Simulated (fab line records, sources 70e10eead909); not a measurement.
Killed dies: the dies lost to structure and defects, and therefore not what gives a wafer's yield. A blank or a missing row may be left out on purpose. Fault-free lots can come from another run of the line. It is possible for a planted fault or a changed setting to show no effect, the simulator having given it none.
A lot that was struck, set against a sound lot + flow nand harc + 14 out of 1302 route steps
Sound: these wafers, L312.1, L312.5, L312.6. Wafers L318.1, L318.5, L318.6 were the ones struck. The cause is given at the end.
Per side, at each step with rows, come the tool, then ch with its chambers, and then its first start. Under that, the readings that differ: sound wafers + struck wafers + difference of the means + sigmas: that difference in standard deviations of wafers without a fault.
alike: words and numbers the same on both sides, and readings whose means are apart by under 2 such deviations; not compared: readings that were withheld, readings missing a value for some wafer, numbers with overlapping values and no deviation given by the record, and bounds like >300 which may hide the same value.
The two part at a step that has a row with sigmas, a row that says differs or no value, or rows on one side only. When numbers do not overlap yet have no deviation, they are printed without sigmas and do not part them. Lack of a reading on every wafer of one side parts them only where that side has two or more wafers.

NHARC_P_M2_CD_MEAS_09: the cd target is 170 nm.
  sound on cd sem-03 ch 0, day 10 01:42; struck on cd sem-02 ch 0, day 12 22:42
  alike: cd nm
NHARC_P_M2_OVL_MEAS_10: pitch 340 nm.
  sound: overlay-01 at day 10 01:47; struck: overlay-01 at day 12 22:47
  alike: overlay x nm, overlay y nm
NHARC_P_M2_INSPECT_11:
  sound: defect inspect-02 at day 10 01:49; struck: defect inspect-02 at day 12 22:49
  alike: raw defect count
NHARC_P_M2_DESCUM_14: chemistry O2, time 3 s.
  sound on rie diel-13 ch 1,2,3, day 10 01:54; struck on rie diel-07 ch 0,1, day 12 22:53
  alike: drypump motor current A, oes product au, rf vpp V, showerhead plenum p Torr, throttle valve pct
  not compared: rf hours counter h
NHARC_P_M2_ETCH_35: etches the open film in N2/H2, target depth 40 nm, overetch 12 nm, time 43.94 s.
  sound on rie diel-13 ch 0,1,3, day 10 01:59; struck on rie diel-07 ch 2,3, day 12 22:58
| reading            | sound             | struck            | difference | sigmas |
|--------------------|-------------------|-------------------|------------|--------|
| rf fwd power W (W) | 391.1 391.2 394.5 | 395.8 396.3 398.0 | +4.4       | +3     |
  alike: drypump motor current A, oes product au, rf vpp V, showerhead plenum p Torr, throttle valve pct
  not compared: rf hours counter h
then, 1 step without rows for these wafers: NHARC_P_M2_ETCH_15 (etches the open film in C4F8/Ar, target depth 182.5 nm, time 91.2 s).
NHARC_P_M2_CD_MEAS_16:
  sound: cd sem-02 at day 10 02:11; struck: cd sem-01 at day 12 23:11
  alike: cd nm
then, 1 step without rows for these wafers: NHARC_P_M2_STRIP_18 (strips in N2/H2).
NHARC_P_M2_ETCH_28: etches the open film in CF4/N2, target depth 30 nm, time 72.99 s.
  sound on rie diel-13 ch 0,1,2; struck on rie diel-09 ch 2,3
  alike: cf4 flow sccm, drypump motor current A, oes product au, rf fwd power W, rf vpp V, showerhead plenum p Torr, throttle valve pct
  not compared: rf hours counter h
then, 1 step without rows for these wafers: NHARC_P_M2_STRIP_19 (strips in post etch residue remover, time 600 s).
NHARC_P_M2_DEGAS_29: time 60 s.
  sound: pvd sputter-03 at day 10 02:55; struck: pvd sputter-01 at day 12 23:54
  alike: heater power w, susceptor temp C
then, 1 step without rows for these wafers: NHARC_P_M2_PRE_CLEAN_30 (time 30 s).
NHARC_P_M2_PVD_20: deposits TaN, target thk 5 nm, time 8.06 s.
  sound: pvd sputter-03 at day 10 03:02; struck: pvd sputter-01 at day 13 00:01
  no value came back on the struck wafers for bias v (V), cathode dc power W (W), throttle valve pct (%); on the sound wafers bias v (V) reads 165.5 170.2 165.8
NHARC_P_M2_PVD_21: deposits Cu, target thk 30 nm, time 20.49 s.
  sound on pvd sputter-03; struck on pvd sputter-01
  alike: cathode dc power W, chamber pressure pa, throttle valve pct

== WHERE THEY PART ==
Earliest at NHARC_P_M2_ETCH_35; latest, in this record, at NHARC_P_M2_PVD_20. Later steps at which nothing parts them and some readings are alike: NHARC_P_M2_PVD_21.

WHY: what the simulator had put in
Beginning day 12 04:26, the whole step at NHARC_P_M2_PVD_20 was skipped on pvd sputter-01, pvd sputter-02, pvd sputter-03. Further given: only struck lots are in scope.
